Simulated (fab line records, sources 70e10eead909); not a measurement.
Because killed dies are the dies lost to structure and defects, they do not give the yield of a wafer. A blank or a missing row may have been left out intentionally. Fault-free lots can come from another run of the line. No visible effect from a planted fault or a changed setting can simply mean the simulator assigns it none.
Which tool is to blame? / flow nand-harc / 33 wafers from 11 lots sampled at 4 of the route's 1302 steps

## WHAT THE GAUGES SHOWED, per wafer
NHARC_A_STAIRCASE_INSPECT_155.
lot=L141; measured=day 20 00:58; on=defect-inspect-01; raw-defect-count=351 332 329
lot=L142; measured=day 20 00:55; on=defect-inspect-02; raw-defect-count=367 341 502
lot=L143; measured=day 20 09:05; on=defect-inspect-01; raw-defect-count=448 418 434
lot=L144; measured=day 21 23:41; on=defect-inspect-02; raw-defect-count=628 446 512
lot=L152; measured=day 25 02:50; on=defect-inspect-01; raw-defect-count=489 553 604
lot=L154; measured=day 25 02:47; on=defect-inspect-02; raw-defect-count=300 335 291
lot=L153; measured=day 25 03:57; on=defect-inspect-02; raw-defect-count=335 325 285
lot=L158; measured=day 27 06:26; on=defect-inspect-01; raw-defect-count=386 338 377
lot=L157; measured=day 27 06:32; on=defect-inspect-02; raw-defect-count=274 299 457
lot=L160; measured=day 28 10:24; on=defect-inspect-02; raw-defect-count=391 399 262
lot=L161; measured=day 28 10:11; on=defect-inspect-01; raw-defect-count=462 512 398

## WHICH TOOL RAN EACH LOT (tool, then ch and the chambers of the sampled wafers, then the start)
lot=L141; NHARC_A_STAIRCASE_STRIP_476=rie-diel-01 ch 0,1,2, day 18 02:08; NHARC_A_STAIRCASE_ETCHBACK_157=rie-diel-04 ch 0,2,3, day 20 00:00; NHARC_A_STAIRCASE_STRIP_475=rie-diel-04 ch 0,1, day 20 00:10
lot=L142; NHARC_A_STAIRCASE_STRIP_476=rie-diel-01 ch 0,1,2, day 18 03:52; NHARC_A_STAIRCASE_ETCHBACK_157=rie-diel-05 ch 0,1,3, day 19 23:42; NHARC_A_STAIRCASE_STRIP_475=rie-diel-05 ch 0,1,3, day 19 23:53
lot=L143; NHARC_A_STAIRCASE_STRIP_476=rie-diel-05 ch 0,2,3, day 18 08:50; NHARC_A_STAIRCASE_ETCHBACK_157=rie-diel-05 ch 0,1,2, day 20 08:13; NHARC_A_STAIRCASE_STRIP_475=rie-diel-05 ch 0,1,3, day 20 08:23
lot=L144; NHARC_A_STAIRCASE_STRIP_476=rie-diel-01 ch 0,2, day 20 05:13; NHARC_A_STAIRCASE_ETCHBACK_157=rie-diel-05 ch 0,1, day 21 22:41; NHARC_A_STAIRCASE_STRIP_475=rie-diel-05 ch 1,3, day 21 22:52
lot=L152; NHARC_A_STAIRCASE_STRIP_476=rie-diel-01 ch 0,2,3, day 23 07:04; NHARC_A_STAIRCASE_ETCHBACK_157=rie-diel-05 ch 1,3, day 25 01:53; NHARC_A_STAIRCASE_STRIP_475=rie-diel-05 ch 2,3, day 25 02:06
lot=L154; NHARC_A_STAIRCASE_STRIP_476=rie-diel-01 ch 2,3, day 23 08:28; NHARC_A_STAIRCASE_ETCHBACK_157=rie-diel-04 ch 1,2,3, day 25 01:55; NHARC_A_STAIRCASE_STRIP_475=rie-diel-04 ch 2,3, day 25 02:04
lot=L153; NHARC_A_STAIRCASE_STRIP_476=rie-diel-05 ch 0,1,3, day 23 09:46; NHARC_A_STAIRCASE_ETCHBACK_157=rie-diel-05 ch 1,2,3, day 25 03:02; NHARC_A_STAIRCASE_STRIP_475=rie-diel-05 ch 0,2,3, day 25 03:14
lot=L158; NHARC_A_STAIRCASE_STRIP_476=rie-diel-01 ch 1,2, day 25 02:41; NHARC_A_STAIRCASE_ETCHBACK_157=rie-diel-01 ch 2,3, day 27 05:33; NHARC_A_STAIRCASE_STRIP_475=rie-diel-01 ch 1,2,3, day 27 05:44
lot=L157; NHARC_A_STAIRCASE_STRIP_476=rie-diel-04 ch 0,1,3, day 25 03:20; NHARC_A_STAIRCASE_ETCHBACK_157=rie-diel-05 ch 0,1,2, day 27 05:37; NHARC_A_STAIRCASE_STRIP_475=rie-diel-05 ch 0,2, day 27 05:50
lot=L160; NHARC_A_STAIRCASE_STRIP_476=rie-diel-01 ch 0,2,3, day 26 13:18; NHARC_A_STAIRCASE_ETCHBACK_157=rie-diel-01 ch 0,1,3, day 28 09:31; NHARC_A_STAIRCASE_STRIP_475=rie-diel-01 ch 0,1,2, day 28 09:41
lot=L161; NHARC_A_STAIRCASE_STRIP_476=rie-diel-05 ch 1,3, day 26 14:43; NHARC_A_STAIRCASE_ETCHBACK_157=rie-diel-05 ch 0,1,3, day 28 09:19; NHARC_A_STAIRCASE_STRIP_475=rie-diel-05 ch 0,2, day 28 09:29
- NHARC_A_STAIRCASE_STRIP_476: strips in O2, time 20 s.
- NHARC_A_STAIRCASE_ETCHBACK_157: etches the open film in CH3F/O2, target depth 90 nm, time 167.14 s.
- NHARC_A_STAIRCASE_STRIP_475: strips in O2, time 20 s.

## THE ANSWER, worked out from the rows above alone
Rule: the usual values come from the lots themselves. The widest of any qualifying gaps counts: lots, ordered by their means at a reading, are off when they make up no more than a third of the lots, leave a main group of 4 or more, and stand apart from it by 3 or more times the standard deviation of that group's means. The tables above print the reading to a certain number of digits; a main group whose means all agree to those digits is not used. A lot without any number at a reading at which 4 lots or more have one is off too. Any other lot the step has rows for is counted as sound.
None of the lots is off at any reading shown; this tells nothing.

## WHAT HAD BEEN PUT IN BY THE SIMULATOR
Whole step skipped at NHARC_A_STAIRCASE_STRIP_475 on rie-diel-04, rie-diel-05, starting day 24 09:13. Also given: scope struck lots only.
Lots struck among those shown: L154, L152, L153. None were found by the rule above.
